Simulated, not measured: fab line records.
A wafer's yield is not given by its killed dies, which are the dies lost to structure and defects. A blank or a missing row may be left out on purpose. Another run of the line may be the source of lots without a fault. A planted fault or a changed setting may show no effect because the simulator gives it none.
Matching of chambers ; flow nand harc ; NHARC_P_M0_DEP_32 on pecvd-03: 3 sister chambers
The step deposits SiCN, target thk 30 nm. 14 wafers are shown with their chamber, then 7 later ones without.

== WAFERS WITH THEIR CHAMBER ==
wafer;chamber;heater power w (W)
L074.2;1;436
L074.3;0;625
L074.4;0;643
L075.2;1;535
L075.3;0;576
L075.5;0;586
L078.2;2;669
L078.4;2;675
L078.5;1;471
L090.1;2;584
L090.3;1;528
L090.4;2;582
L091.1;2;566
L091.3;0;562

SIGNATURES, as means of the wafers listed above
reading;chamber 0;chamber 1;chamber 2;scatter within a chamber
heater power w;598.40;492.50;615.20;45.1
Rule: for a wafer and a chamber, the distance is found by dividing, reading by reading, the gap between the wafer's reading and the chamber's mean by the reading's scatter, squaring, summing and taking the root. The wafer belongs to the nearest chamber; if the next one is less than 2 further off, it can't be placed. The scatter: the root of (the sum of the squares of (reading less its chamber's mean) over the shown wafers, divided by (wafers less chambers)).

== WAFERS WITH NO CHAMBER GIVEN ==
wafer;heater power w (W)
L091.5;557
L091.2;484
L091.4;499
L091.6;568
L097.1;666
L097.5;586
L097.6;440

== WHICH CHAMBER EACH ONE RAN IN ==
wafer;from the rows above;in truth
L091.5;can't be placed: 0 or 2 or 1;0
L091.2;1;1
L091.4;1;1
L091.6;can't be placed: 0 or 2 or 1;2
L097.1;can't be placed: 2 or 0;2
L097.5;can't be placed: 0 or 2 or 1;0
L097.6;1;1
Correctly placed: 3 of 7. From these rows, 4 cannot be placed; in 4 the true chamber is one of the candidates. Placed wrongly: 0.
